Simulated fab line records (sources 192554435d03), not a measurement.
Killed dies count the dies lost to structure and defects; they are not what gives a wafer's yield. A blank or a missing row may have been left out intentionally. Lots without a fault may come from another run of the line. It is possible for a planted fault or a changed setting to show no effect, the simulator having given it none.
fab line records    flow n5-finfet
[record] lots = 5  wafers = 15  last-day = 18
route steps=1938 shown BEOL_M11@1581 BEOL_M12@1602 PASSIVATION@1936
lots untouched by any fault: they come from a run of this same line in which no faults occurred
start-h: start of the lot's first displayed wafer, in hours after the record's first day    wait-h: hours since the lot's step before    " identical to the entry in the row above    L1.1+2: one row covering several wafers at once    - no value present, or no start provided    * or withheld: withheld    < > ~ a bound
route shown NAME@n: a module of which the file shows steps, and the number in the route of the first    usual: average and standard deviation across the fault-free wafers    same: alike in all rows    chamber/n: place in a boat    sites: each site's reading    _std_site: how widely they spread, as a standard deviation    _edge_site: the outer-site mean with the inner-site mean subtracted    radius-mm: how far each site lies from the wafer's centre    mask NAME#n: copy n    behind: the most recent tool/chamber to have shaped the wafer    hold: cause of the lot's hold/its duration in hours/its outcome    device: transistor that didn't switch, given as n, p or np    end of line: the tests these same wafers got at the end of their route    a step with no rows: only its recipe    killed: not the wafer's yield, but the dies lost to structure and defects at the first sort    map: a wafer's dies, x killed, . not, _ none there
set.NAME: setting as actually run; set.NAME@STEP: the setting as run at that earlier step    model.NAME: the simulator's own value behind a step, which no gauge read
certain route steps with their lots: each step a table, each wafer a row
services: the hour from which a tool's chamber was out of use, counted from the record's first day as start-h (under 0 if before that day), plus the number of hours and why
[[steps]]
[step N5_BEOL_M11_OCD_MEAS_38]
[usual] trench-depth-nm = 149/3
lot.wafer  tool    chamber  start-h  wait-h  trench-depth-nm
L190.1     ocd-02  -        220.74   -       145
L190.2     "       -        "        "       149
L190.5     "       -        "        "       147
L199.2     ocd-02  -        286.96   -       149
L199.4     "       -        "        "       148
L199.6     "       -        "        "       149
L202.2     ocd-01  -        317.10   -       147
L202.3     "       -        "        "       148
L202.6     "       -        "        "       146
L205.1     ocd-01  -        329.12   -       148
L205.3     "       -        "        "       148
L205.6     "       -        "        "       147
L212.1     ocd-01  -        379.95   -       152
L212.4     "       -        "        "       155
L212.6     "       -        "        "       154
[step N5_BEOL_M11_HM_STRIP_39]
[recipe] chemistry = peroxide-tin-strip  material = TiN  target-depth-a = 250  temp-c = 50  time-s = 158
[step N5_BEOL_M11_SRD_40]
[recipe] time-s = 30  temp-c = 23  rinse-liquid = diw  dry = ipa-marangoni
[step N5_BEOL_M11_PRECLEAN_42]
[recipe] chemistry = residue-remover  time-s = 60  temp-c = 40
[step N5_BEOL_M11_SRD_43]
[recipe] time-s = 30  temp-c = 23  rinse-liquid = diw  dry = ipa-marangoni
[step N5_BEOL_M11_CD_MEAS_35]
[recipe] target-cd-nm = 70  polarity = opening
[usual] cd-nm = 69.9/0.59
lot.wafer  tool       chamber  start-h  wait-h  cd-nm
L190.1     cd-sem-03  -        220.89   0.0     69.1
L190.2     "          -        "        "       68.7
L190.5     "          -        "        "       69.2
L199.2     cd-sem-03  -        287.11   0.0     69.3
L199.4     "          -        "        "       69.5
L199.6     "          -        "        "       70.9
L202.2     cd-sem-01  -        317.25   0.0     70.5
L202.3     "          -        "        "       70.8
L202.6     "          -        "        "       69.8
L205.1     cd-sem-02  -        329.27   0.0     70.8
L205.3     "          -        "        "       70.6
L205.6     "          -        "        "       70.3
L212.1     cd-sem-01  -        380.10   0.0     70.5
L212.4     "          -        "        "       70.6
L212.6     "          -        "        "       70.6
[step N5_BEOL_M11_CURE_72]
[recipe] temp-c = 370  time-s = 120  ambient = DMADMS/He  material = SiCOH_lowk
[step N5_BEOL_M11_DEGAS_44]
[recipe] ambient = vacuum  temp-c = 250  time-s = 60
[step N5_BEOL_M11_PRE_CLEAN_45]
[recipe] gas = H2/He  time-s = 30  temp-c = 250
[step N5_BEOL_M11_ALD_74]
[recipe] material = TaN  target-thk-a = 20  temp-c = 275  ald-precursor-family = PDMAT  ald-co-reactant = NH3  pressure-torr = 3  carrier-flow-sccm = 1500  pulse-time-s = 2  purge-time-s = 3  co-reactant-purge-time-s = 2  co-reactant-pulse-time-s = 3  ald-cycles = 40  precursor-vessel-temp-c = 75  precursor-vessel-pressure-torr = 26.25  precursor-vessel-carrier-sccm = 1000
[step N5_BEOL_M11_SURFACE_TREAT_76]
[recipe] gas = Ar  time-s = *  ion-energy-ev = *  ion-current-ma-cm2 = 0.5  pressure-mtorr = *  ar-flow-sccm = 30
[usual] throttle-valve-pct = *
lot.wafer  tool            chamber  start-h  wait-h  throttle-valve-pct
L190.1     pvd-sputter-02  -        221.66   0.2     *
L190.2     "               -        "        "       *
L190.5     "               -        "        "       *
L199.2     pvd-sputter-02  -        288.77   0.2     *
L199.4     "               -        "        "       *
L199.6     "               -        "        "       *
L202.2     pvd-sputter-02  -        319.96   0.2     *
L202.3     "               -        "        "       *
L202.6     "               -        "        "       *
L205.1     pvd-sputter-02  -        330.47   0.2     *
L205.3     "               -        "        "       *
L205.6     "               -        "        "       *
L212.1     pvd-sputter-01  -        381.37   0.2     *
L212.4     "               -        "        "       *
L212.6     "               -        "        "       *
[step N5_BEOL_M11_CVD_75]
[recipe] material = Co  target-thk-a = 20  temp-c = withheld  precursor = CCTBA/H2  pressure-torr = 30  time-s = 138.9
[step N5_BEOL_M11_SPUTTER_48]
[recipe] material = Cu  target-thk-a = 120  temp-c = -20  bias-v = 60  power-w = 26000  chamber-pressure-pa = 0.13  time-s = 2
[usual] substrate-temp-c = -20.01/0.11  throttle-valve-pct = 30.0/1.2
lot.wafer  tool            chamber  start-h  wait-h  substrate-temp-c  throttle-valve-pct
L190.1     pvd-sputter-01  -        221.83   0.1     -19.76            30.7
L190.2     "               -        "        "       -20.03            29.5
L190.5     "               -        "        "       -20.03            30.8
L199.2     pvd-sputter-03  -        288.97   0.1     -20.12            30.6
L199.4     "               -        "        "       -20.05            28.1
L199.6     "               -        "        "       -20.21            30.0
L202.2     pvd-sputter-02  -        320.24   0.1     -19.82            27.9
L202.3     "               -        "        "       -20.05            29.3
L202.6     "               -        "        "       -19.95            30.7
L205.1     pvd-sputter-01  -        330.76   0.1     -19.91            29.4
L205.3     "               -        "        "       -19.97            29.5
L205.6     "               -        "        "       -19.90            29.2
L212.1     pvd-sputter-03  -        381.59   0.1     -19.93            31.0
L212.4     "               -        "        "       -20.18            30.7
L212.6     "               -        "        "       -20.03            30.8
[step N5_BEOL_M11_ECD_50]
[recipe] material = Cu  target-thk-a = 3180
[step N5_BEOL_M11_ANNEAL_51]
[recipe] temp-c = 225  time-s = 90  ambient = N2
[step N5_BEOL_M11_CMP_52]
[recipe] stop-on = SiCOH_lowk  t-overpolish-s = 7  down-force-psi = 1  platen-rpm = 50  clearing-platen-down-force-psi = 1.5  clearing-platen-rpm = 50  post-cmp-clean = cu-alkaline  target-thk-nm = 140  clearing-platen-pad-velocity-m-s = 0.99484  pad-velocity-m-s = 0.99484
[usual] barrier-field-endpoint-s = 28.4/0.79  motor-current-A = 6.0/0.5  overpolish-run-s = 7.002/0.009  time-to-endpoint-s = 66/3.8
lot.wafer  tool    chamber  start-h  wait-h  barrier-field-endpoint-s  motor-current-A  overpolish-run-s  time-to-endpoint-s
L190.1     cmp-03  1        223.01   0.3     26.5                      6.3              7.011             63
L190.2     "       3        "        "       29.2                      5.9              7.006             72
L190.5     "       1        "        "       27.4                      6.2              7.014             65
L199.2     cmp-04  0        289.51   0.2     28.0                      6.3              6.998             66
L199.4     "       2        "        "       28.8                      5.4              7.008             65
L199.6     "       0        "        "       28.4                      6.1              7.015             66
L202.2     cmp-03  0        321.08   0.2     27.8                      6.3              7.002             64
L202.3     "       3        "        "       28.2                      6.1              7.001             69
L202.6     "       0        "        "       28.0                      6.4              7.005             66
L205.1     cmp-04  3        331.42   0.4     28.6                      6.0              7.013             71
L205.3     "       0        "        "       27.5                      6.2              7.001             66
L205.6     "       2        "        "       27.8                      5.3              6.987             64
L212.4     cmp-01  2        382.65   0.1     29.8                      5.6              7.013             66
L212.1     "       1        "        "       28.7                      5.4              7.000             69
L212.6     "       3        "        "       29.0                      7.1              6.991             66
[step N5_BEOL_M11_PRE_CLEAN_55]
[recipe] gas = NH3  time-s = 15  temp-c = withheld  rf-power-w = 300
[step N5_BEOL_M11_DEP_56]
[recipe] material = SiCN  target-thk-a = 300  temp-c = withheld  precursor = 3MS/NH3  pressure-torr = 3  rf-w = 675  time-s = 10.5
[usual] rf-fwd-power-W = 665/3.4  showerhead-plenum-p-Torr = 4.16/0.034  throttle-valve-pct = 17.8/0.53
lot.wafer  tool      chamber  start-h  wait-h  rf-fwd-power-W  showerhead-plenum-p-Torr  throttle-valve-pct
L190.1     pecvd-02  0        223.33   0.0     668             4.16                      17.1
L190.2     "         2        "        "       662             4.17                      17.3
L190.5     "         2        "        "       663             4.17                      17.2
L199.2     pecvd-02  0        289.87   0.0     665             4.17                      17.4
L199.4     "         0        "        "       668             4.16                      17.7
L199.6     "         1        "        "       659             4.12                      17.8
L202.2     pecvd-04  0        321.43   0.0     670             4.12                      17.4
L202.3     "         1        "        "       664             4.13                      18.7
L202.6     "         2        "        "       667             4.18                      18.6
L205.1     pecvd-03  1        331.70   0.0     667             4.17                      18.6
L205.3     "         2        "        "       670             4.19                      17.9
L205.6     "         1        "        "       666             4.17                      18.5
L212.1     pecvd-04  0        383.01   0.0     672             4.13                      17.5
L212.4     "         1        "        "       663             4.14                      18.5
L212.6     "         2        "        "       666             4.18                      18.9
[step N5_BEOL_M11_RS_MEAS_57]
[recipe] thk-meas-gauge = four-point-probe  reads = Cu_of_BEOL_M11_ECD_50+Co_of_BEOL_M11_CVD_75+TaN_of_BEOL_M11_ALD_74
[usual] M11_RS = 0.151/0.0039
lot.wafer  tool           chamber  start-h  wait-h  M11_RS[ohm/sq]
L190.1     film-metro-01  -        223.39   0.0     0.159
L190.2     "              -        "        "       0.152
L190.5     "              -        "        "       0.155
L199.2     film-metro-01  -        289.93   0.0     0.151
L199.4     "              -        "        "       0.153
L199.6     "              -        "        "       0.151
L202.2     film-metro-02  -        321.50   0.0     0.156
L202.3     "              -        "        "       0.152
L202.6     "              -        "        "       0.155
L205.1     film-metro-02  -        331.76   0.0     0.150
L205.3     "              -        "        "       0.152
L205.6     "              -        "        "       0.153
L212.1     film-metro-02  -        383.07   0.0     0.147
L212.4     "              -        "        "       0.144
L212.6     "              -        "        "       0.145
[step N5_BEOL_M12_ILD_DEP_00]
[recipe] material = SiOC  target-thk-a = 6589.2  temp-c = 350  precursor = DEMS/O2  pressure-torr = 5  rf-w = 500  time-s = 130.7
[usual] heater-power-w = 452/44  rf-fwd-power-W = 498.2/1.7  showerhead-plenum-p-Torr = 5.689/0.018  throttle-valve-pct = 11.9/0.38
lot.wafer  tool      chamber  start-h  wait-h  heater-power-w  rf-fwd-power-W  showerhead-plenum-p-Torr  throttle-valve-pct
L190.1     pecvd-02  0        223.45   0.0     348             496.1           5.698                     11.5
L190.2     "         2        "        "       421             497.2           5.694                     11.3
L190.5     "         0        "        "       382             493.3           5.689                     11.3
L199.2     pecvd-04  2        289.99   0.0     478             497.9           5.720                     12.4
L199.4     "         1        "        "       457             497.0           5.664                     12.0
L199.6     "         0        "        "       378             498.3           5.673                     11.7
L202.2     pecvd-02  0        321.56   0.0     388             500.7           5.700                     11.5
L202.3     "         1        "        "       460             497.6           5.686                     12.0
L202.6     "         0        "        "       404             496.4           5.696                     11.7
L205.1     pecvd-02  1        331.83   0.0     409             498.2           5.651                     12.0
L205.3     "         0        "        "       417             497.1           5.695                     11.6
L205.6     "         2        "        "       505             496.5           5.678                     11.4
L212.1     pecvd-01  2        383.13   0.0     510             500.0           5.721                     12.0
L212.4     "         2        "        "       420             496.8           5.705                     11.9
L212.6     "         0        "        "       424             501.2           5.682                     12.0
[step N5_BEOL_M12_THK_MEAS_01]
[recipe] reads = SiOC_of_BEOL_M12_ILD_DEP_00
[usual] M12_ILD_THK = 661/8.5
lot.wafer  tool           chamber  start-h  wait-h  M12_ILD_THK[nm]
L190.1     film-metro-01  -        223.58   0.1     669
L190.2     "              -        "        "       648
L190.5     "              -        "        "       674
L199.2     film-metro-01  -        290.12   0.1     647
L199.4     "              -        "        "       652
L199.6     "              -        "        "       659
L202.2     film-metro-02  -        321.69   0.1     653
L202.3     "              -        "        "       657
L202.6     "              -        "        "       661
L205.1     film-metro-02  -        331.96   0.1     673
L205.3     "              -        "        "       661
L205.6     "              -        "        "       681
L212.1     film-metro-02  -        383.26   0.1     658
L212.4     "              -        "        "       671
L212.6     "              -        "        "       658
[step N5_BEOL_M12_COAT_58]
[recipe] resist = BARC  temp-c = 205  time-s = 60  spin-rpm = 1500  resist-thk-nm = 89
[step N5_BEOL_M12_COAT_04]
[recipe] spin-rpm = 1625  resist-thk-nm = 400
[step N5_BEOL_M12_EBR_06]
[recipe] solvent = PGMEA  ebr-width-mm = 1.5
[step N5_BEOL_M12_SOFTBAKE_05]
[recipe] temp-c = 130  time-s = 60
[step N5_BEOL_M12_EXPOSE_07]
[recipe] mask-id = V11  na = 0.93  source-shape = conventional  sigma-outer = 0.6  polarization = unpolarized  attpsm-phase-deg = 180  dose-mj = 32.5
[step N5_BEOL_M12_PEB_08]
[recipe] peb-temp-c = 130  peb-time-s = 90
[step N5_BEOL_M12_DEVELOP_09]
[recipe] develop-time-s = 45  rinse-liquid = diw  dry = air-spin  dev-temp-c = 21
[step N5_BEOL_M12_HARDBAKE_14]
[recipe] temp-c = 130  time-s = 120
[step N5_BEOL_M12_CD_MEAS_10]
[recipe] target-cd-nm = 140  landing-energy-ev = 500  detector = se-inlens  polarity = opening
[usual] cd-nm = 140.3/2
lot.wafer  tool       chamber  start-h  wait-h  cd-nm
L190.1     cd-sem-02  0        224.01   -       144.1
L190.2     "          0        "        "       143.3
L190.5     "          0        "        "       143.9
L199.2     cd-sem-03  0        290.55   -       138.2
L199.4     "          0        "        "       138.3
L199.6     "          0        "        "       138.1
L202.2     cd-sem-03  0        322.12   -       142.4
L202.3     "          0        "        "       139.5
L202.6     "          0        "        "       137.8
L205.1     cd-sem-02  0        332.39   -       140.1
L205.3     "          0        "        "       141.5
L205.6     "          0        "        "       136.9
L212.1     cd-sem-03  0        383.57   -       136.9
L212.4     "          0        "        "       141.7
L212.6     "          0        "        "       141.0
[step N5_BEOL_M12_OVL_MEAS_11]
[recipe] points-per-wafer = 44
[usual] V11_OVL = -1/6.7
lot.wafer  tool        chamber  start-h  wait-h  V11_OVL[nm]
L190.1     overlay-02  0        224.04   0.0     -7
L190.2     "           0        "        "       4
L190.5     "           0        "        "       -7
L199.2     overlay-01  0        290.58   0.0     4
L199.4     "           0        "        "       2
L199.6     "           0        "        "       2
L202.2     overlay-02  0        322.15   0.0     7
L202.3     "           0        "        "       1
L202.6     "           0        "        "       5
L205.1     overlay-01  0        332.42   0.0     7
L205.3     "           0        "        "       9
L205.6     "           0        "        "       -3
L212.1     overlay-01  0        383.60   0.0     5
L212.4     "           0        "        "       -12
L212.6     "           0        "        "       -14
[step N5_BEOL_M12_DESCUM_15]
[recipe] chemistry = O2  time-s = 7.9  source-power-w = 50  bias-power-w = 20  pressure-mtorr = 20  rf-frequency-hz = 2.712e+07  temp-c = 40  o2-flow-sccm = 225
[step N5_BEOL_M12_ETCH_59]
[recipe] chemistry = N2/H2  target = BARC  target-depth-a = 890  overetch-a = 267  time-s = 67.9  ion-energy-ev = 200  pressure-mtorr = 30  source-w = 840  bias-w = 150  n2-flow-sccm = 200  h2-flow-sccm = 200
[usual] drypump-motor-current-A = 5.6/0.56  oes-product-au = 0.71/0.064  rf-fwd-power-W = 834/3.2  rf-vpp-V = 524.3/2.7  showerhead-plenum-p-Torr = 2.55/0.089  throttle-valve-pct = 17.65/0.26
lot.wafer  tool         chamber  start-h  wait-h  drypump-motor-current-A  oes-product-au  rf-fwd-power-W  rf-hours-counter-h  rf-vpp-V  showerhead-plenum-p-Torr  throttle-valve-pct
L190.1     rie-diel-05  1        224.15   0.0     4.9                      0.75            827             36                  521.7     2.48                      17.19
L190.2     "            0        "        "       5.2                      0.66            837             125                 520.8     2.45                      17.72
L190.5     "            0        "        "       5.2                      0.67            834             -                   519.8     2.45                      17.72
L199.2     rie-diel-05  0        290.69   0.0     5.2                      0.65            835             150                 521.9     2.44                      17.76
L199.4     "            3        "        "       5.4                      0.77            834             27                  522.4     2.50                      17.54
L199.6     "            0        "        "       5.2                      0.65            834             -                   522.3     2.44                      17.76
L202.2     rie-diel-05  0        322.24   0.0     5.3                      0.64            842             160                 520.8     2.44                      17.77
L202.3     "            1        "        "       4.8                      0.71            835             71                  520.2     2.47                      17.26
L202.6     "            2        "        "       5.7                      0.64            832             -                   522.7     2.53                      17.83
L205.1     rie-diel-06  3        333.00   0.0     6.7                      0.83            831             7                   526.8     2.58                      17.59
L205.3     "            0        "        "       5.0                      0.71            834             106                 526.7     2.68                      17.56
L205.6     "            3        "        "       6.6                      0.83            835             -                   526.4     2.58                      17.59
L212.1     rie-diel-06  0        383.69   0.0     5.0                      0.68            832             124                 527.7     2.67                      17.60
L212.4     "            3        "        "       6.7                      0.79            834             25                  524.5     2.57                      17.62
L212.6     "            3        "        "       6.6                      0.80            839             -                   525.3     2.57                      17.62
[step N5_BEOL_M12_VIA_ETCH_16]
[recipe] chemistry = C4F8/O2/Ar  target = SiOC  pressure-mtorr = 30  source-w = 3000  bias-w = 700  Ar_flow_sccm = 400  C4F8_flow_sccm = 15  O2_flow_sccm = 8  he-inner-torr = 15  he-outer-torr = 30  target-depth-a = 7248  time-s = withheld  ion-energy-ev = 250  ends = cleared
[step N5_BEOL_M12_STRIP_63]
[recipe] chemistry = N2/H2  power-w = 1000  temp-c = 250  h2-frac = 0.65  overash-fraction = 0.3  pressure-mtorr = 1000  n2-flow-sccm = 1750  h2-flow-sccm = 3250
[step N5_BEOL_M12_STRIP_64]
[recipe] chemistry = N2/H2  power-w = 1000  temp-c = 250  h2-frac = 0.65  overash-fraction = 0.3  pressure-mtorr = withheld  n2-flow-sccm = 1750  h2-flow-sccm = 3250
[step N5_BEOL_M12_STRIP_71]
[recipe] chemistry = post-etch-residue-remover  time-s = 60  temp-c = 25  remover-ph = withheld  remover-water-wt-pct = withheld  remover-fluoride-wt-pct = withheld
[step N5_BEOL_M12_SRD_72]
[recipe] time-s = 30  temp-c = 23  rinse-liquid = diw  dry = n2-spin  spin-rpm = 1500  dry-time-s = 30
[step N5_BEOL_M12_CD_MEAS_17]
[recipe] target-cd-nm = 140  polarity = opening
[usual] cd-nm = 140.6/2.1
lot.wafer  tool       chamber  start-h  wait-h  cd-nm
L190.1     cd-sem-02  -        224.67   0.0     146.7
L190.2     "          -        "        "       143.1
L190.5     "          -        "        "       144.7
L199.2     cd-sem-01  -        291.15   0.0     139.0
L199.4     "          -        "        "       139.2
L199.6     "          -        "        "       138.9
L202.2     cd-sem-03  -        322.70   0.0     142.9
L202.3     "          -        "        "       140.5
L202.6     "          -        "        "       137.7
L205.1     cd-sem-03  -        333.46   0.0     139.4
L205.3     "          -        "        "       141.9
L205.6     "          -        "        "       136.4
L212.1     cd-sem-03  -        384.15   0.0     137.6
L212.4     "          -        "        "       142.5
L212.6     "          -        "        "       141.5
[step N5_PASSIVATION_PROBE_49]
[usual] defect-limited-yield = 91.2/1.6  killed_at_M0_to_M3 = 34/11  killed_at_M4_up = 14/5.7  killed-at-contacts = 14/6.6  killed-at-front-end = 37/10  killed-at-other = 4/3.2  killed-dies = 104/19  killed-open = 69/13  killed-short = 33/8.7  sort_bin_4_leakage = 0.00/0.014  sort_bin_5_function = 5.1/1  sort_bin_6_memory = 3.3/0.76  sort_bin_8_speed = 0.00/0.016  sort-n-pass = 1076/19  sort-yield-pct = 91.2/1.6
[same] gross-dies = 1180  killed-at-back-side = 0
lot.wafer  tool       chamber  start-h  wait-h  defect-limited-yield[%]  killed_at_M0_to_M3  killed_at_M4_up  killed-at-contacts  killed-at-front-end  killed-at-other  killed-dies  killed-open  killed-short  sort_bin_4_leakage[%]  sort_bin_5_function[%]  sort_bin_6_memory[%]  sort_bin_8_speed[%]  sort-n-pass  sort-yield-pct[%]
L190.1     prober-02  -        256.37   0.0     91.2                     33                  20               21                  30                   0                104          72           29            0                      5.3                     2.9                   0                    1076         91.2
L190.2     prober-02  -        256.42   0.1     89.7                     36                  18               16                  45                   7                122          78           33            0                      6.4                     3.4                   0                    1058         89.7
L190.5     prober-02  -        256.57   0.2     93.6                     32                  6                17                  17                   3                75           56           18            0                      3.7                     2.5                   0                    1105         93.6
L199.2     prober-01  -        326.32   0.1     82.2                     29                  137              16                  26                   2                210          57           26            0                      11.5                    4.3                   0                    970          82.2
L199.4     prober-01  -        326.42   0.2     88.1                     36                  19               14                  58                   14               141          94           45            0                      6.7                     5.3                   0                    1039         88.1
L199.6     prober-01  -        326.52   0.3     90.4                     37                  12               17                  41                   6                113          71           42            0                      5.4                     3.6                   0                    1067         90.4
L202.2     prober-02  -        360.57   0.1     90.5                     29                  15               14                  49                   5                112          68           44            0                      6.3                     2.7                   0                    1068         90.5
L202.3     prober-02  -        360.62   0.1     91.0                     27                  12               22                  42                   3                106          68           37            0                      5.8                     2.8                   0                    1074         91.0
L202.6     prober-02  -        360.77   0.3     88.2                     39                  13               37                  43                   7                139          88           51            0                      6.4                     4.8                   0                    1041         88.2
L205.1     prober-02  -        373.93   0.0     91.4                     28                  15               12                  46                   0                101          66           34            0                      4.7                     3.6                   0                    1079         91.4
L205.3     prober-02  -        374.03   0.1     90.8                     25                  18               16                  48                   1                108          84           24            0                      6.0                     3.0                   0                    1072         90.8
L205.6     prober-02  -        374.18   0.3     91.8                     32                  13               13                  39                   0                97           71           25            0                      5.0                     3.1                   0                    1083         91.8
// killed by level:class
L190.1 MOL_CONTACT_COAG:geometric-particle:open=17 FIN_SAQP:geometric-particle:open=8 BEOL_M0_SAQP:geometric-particle:open=8 STI_FIN_REVEAL:geometric-particle:open=6 BEOL_M0_SAQP:geometric-particle:short=6 BEOL_M4:geometric-particle:short=5 BEOL_M4:geometric-particle:open=5 MOL_CONTACT_COAG:geometric-particle:short=4
L190.2 MOL_CONTACT_COAG:geometric-particle:open=13 BEOL_M0_SAQP:geometric-particle:open=10 SPACER0:geometric-particle:open=9 SPACER0:geometric-particle:short=9 BEOL_M0:geometric-particle:open=8 BEOL_M0_SAQP:geometric-particle:short=6 BEOL_M4:geometric-particle:open=6 HKMG_FIN:area-etch=6
L190.5 MOL_CONTACT_COAG:geometric-particle:open=13 BEOL_M2:geometric-particle:open=7 BEOL_M0_SAQP:geometric-particle:open=6 BEOL_M1:geometric-particle:open=6 BEOL_M0_SAQP:geometric-particle:short=5 MOL_CONTACT_COAG:geometric-particle:short=4 BEOL_M3:geometric-particle:open=4 BEOL_M4:geometric-particle:open=4
L199.2 BEOL_M11:unspecified=124 MOL_CONTACT_COAG:geometric-particle:open=14 BEOL_M0_SAQP:geometric-particle:open=8 FIN_SAQP:geometric-particle:open=7 BEOL_M0_SAQP:geometric-particle:short=7 BEOL_M4:geometric-particle:open=7 BEOL_M1:geometric-particle:short=5 FIN_SAQP:geometric-particle:short=4
L199.4 FIN_SAQP:geometric-particle:open=16 BEOL_M2:geometric-particle:open=14 GATE_CUT:geometric-particle:short=12 MOL_CONTACT_COAG:geometric-particle:open=12 BEOL_M0_SAQP:geometric-particle:open=8 BEOL_M0_SAQP:geometric-particle:short=8 BEOL_M4:geometric-particle:open=8 PAD_METAL:geometric-particle:open=7
L199.6 BEOL_M2:geometric-particle:open=13 MOL_CONTACT_COAG:geometric-particle:open=13 FIN_SAQP:geometric-particle:open=9 FIN_SAQP:geometric-particle:short=7 BEOL_M0_SAQP:geometric-particle:short=7 GATE_CUT:geometric-particle:short=6 BEOL_M4:geometric-particle:open=5 BEOL_M4:geometric-particle:short=5
L202.2 STI_FIN_REVEAL:geometric-particle:open=20 FIN_SAQP:geometric-particle:short=8 BEOL_M2:geometric-particle:open=8 MOL_CONTACT_COAG:geometric-particle:short=7 MOL_CONTACT_COAG:geometric-particle:open=7 BEOL_M0_SAQP:geometric-particle:short=6 FIN_SAQP:geometric-particle:open=5 STI_FIN_REVEAL:geometric-particle:short=5
L202.3 MOL_CONTACT_COAG:geometric-particle:open=15 BEOL_M3:geometric-particle:open=8 STI_FIN_REVEAL:geometric-particle:open=7 GATE_CUT:geometric-particle:open=7 MOL_CONTACT_COAG:geometric-particle:short=7 FIN_SAQP:geometric-particle:open=6 GATE_CUT:geometric-particle:short=6 BEOL_M0_SAQP:geometric-particle:short=5
L202.6 MOL_CONTACT_COAG:geometric-particle:open=34 BEOL_M0_SAQP:geometric-particle:short=15 BEOL_M0_SAQP:geometric-particle:open=14 STI_FIN_REVEAL:geometric-particle:open=8 GATE_CUT:geometric-particle:short=8 BEOL_M4:geometric-particle:open=7 FIN_SAQP:geometric-particle:short=5 FIN_SAQP:geometric-particle:open=4
L205.1 FIN_SAQP:geometric-particle:short=14 MOL_CONTACT_COAG:geometric-particle:open=11 FIN_SAQP:geometric-particle:open=10 BEOL_M1:geometric-particle:open=8 BEOL_M0_SAQP:geometric-particle:open=8 BEOL_M0_SAQP:geometric-particle:short=5 STI_FIN_REVEAL:geometric-particle:open=4 BEOL_M5:geometric-particle:open=4
L205.3 FIN_SAQP:geometric-particle:open=20 MOL_CONTACT_COAG:geometric-particle:open=14 BEOL_M0_SAQP:geometric-particle:open=10 FIN_SAQP:geometric-particle:short=6 BEOL_M0_SAQP:geometric-particle:short=6 STI_FIN_REVEAL:geometric-particle:open=5 BEOL_M4:geometric-particle:open=5 GATE_CUT:geometric-particle:open=4
L205.6 FIN_SAQP:geometric-particle:open=12 STI_FIN_REVEAL:geometric-particle:open=11 MOL_CONTACT_COAG:geometric-particle:open=10 BEOL_M2:geometric-particle:open=7 BEOL_M0_SAQP:geometric-particle:short=6 BEOL_M0_SAQP:geometric-particle:open=5 BEOL_M0:geometric-particle:open=5 FIN_SAQP:geometric-particle:short=4
// map L199.2 (x killed, . not)
_________________......x.....________________
______________.....x..........x._____________
___________.............x..........__________
__________...............x.........._________
________......x...........x..........._______
_______x...xx.........x.x..............______
______.................................._____
_____....x...............x.......x.......____
____........x....x.x..........xx..........___
___.......x............x.x..x.xx.x....x...x__
___.........x.........x.xxxxxxx.x..........__
__..x.x.....x......x..xxxxxxxxxxx.x......x.._
__....xx..............x.xxxxxxxxxxx........._
_.........x........x.x.xxxxxxxxxxx.......x...
_..................x.xxxxxxxxxxxxxx..........
_...................xxxxxxxxxxxxxxx.x.x......
_....................xxxxxxxxxxxxxx.x...x....
_xx............x......xxxxxxxxxxx.....x..x...
_............x......x...xxxxxxxxxx....x......
_.........x.....x....x.xx.xxxx...............
_x.........................xx.....x.....xx.x.
__............x............................._
__x.......................x........x........_
___....................x...................__
___..x....x.....x..x..........x.......x....__
____.xx...................................___
_____...........................x....x..x____
______........x....x..x......x.......x.._____
_______...........x...x...........x....______
________.......x......................_______
__________.......x...x.x...........x_________
___________........................__________
______________..x.x..x.........._____________
_________________............________________
// map L212.6 (x killed, . not)
_________________....x.......________________
______________............x...x._____________
___________.......................x__________
__________..............x........x.x_________
________..x...xx.x.x............x.x..._______
_______.x........xx..x...........x...x.______
______.............x.............x......_____
_____......x.................x......x....____
____................x..x.x.........x.....x___
___..x..x..x........x....x.......x.xx.....x__
___..x...............x.........x.......x...__
__........................x................x_
__...........x........x....................._
_......x.............................x.......
_x........x.......x.x............x..x.x......
_..............xx..x...x.....................
_..........x..........x...x....x............x
_xx.....x........x...x......x.....x..........
_.x............xx........x.....x.............
_......................x......x............x.
_.......................x.x.........x........
__......x.....x.....x......................._
__.............x.........x..x..........x.x.x_
___.....................x..................__
___..x.....x...............x.x.x...x.......__
____......x...x......x..x.........x.......___
_____..x...x....x......x.................____
______...x..........xx..........x......._____
_______........x.......................______
________..........x...x....x.x.x......_______
__________.....x..............x....._________
___________......x......x.....x....__________
______________......x..........._____________
_________________x........x..________________
[[services]]
tool            chamber  start-h  hours  kind
cmp-01          -        197.94   6.9    pm
pecvd-02        0        206.64   4.7    repair
cmp-03          -        220.94   0.8    repair
cmp-03          -        233.89   0.3    repair
pecvd-03        -        238.67   4.3    pm
pecvd-01        -        241.79   14.6   pm
rie-diel-05     -        250.18   0.4    repair
pecvd-04        -        254.23   6.0    pm
cmp-03          -        259.78   4.0    pm
cmp-04          -        278.21   0.4    repair
pecvd-01        1        279.98   6.5    repair
pecvd-01        0        287.45   3.9    repair
pecvd-02        -        290.07   1.3    repair
pvd-sputter-03  -        309.90   0.8    repair
cmp-03          -        311.07   5.7    pm
pecvd-04        -        315.53   0.6    repair
cmp-03          -        324.47   1.2    repair
rie-diel-05     2        325.98   13.5   repair
rie-diel-05     -        330.64   3.9    repair
pvd-sputter-01  -        335.20   1.6    repair
rie-diel-05     3        336.29   3.1    repair
cmp-04          -        337.08   5.0    pm
cmp-03          -        338.28   3.1    repair
cmp-04          -        372.13   4.0    pm
[[key]]
[first-sign] step = N5_PASSIVATION_PROBE_49  reading = killed_at_M4_up  direction = up  sigmas = 22  usual = 14  struck = 137
[effect] step = N5_PASSIVATION_PROBE_49  reading = killed-dies  direction = up  sigmas = 5.5  usual = 104  struck = 210
[more-kills-born-at] N5_BEOL_M11_SPUTTER_48@pvd-sputter-03 = 124
met-at N5_BEOL_M11_SPUTTER_48
struck-wafers L199.2
[fault] kind = chamber-particle-source  tool = pvd-sputter-03  chamber = -  onset-h = 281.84  steps = N5_BEOL_M11_SPUTTER_48  rate-per-visit-cm2 = 1.0394  end-h = 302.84  scope = struck-wafers-only
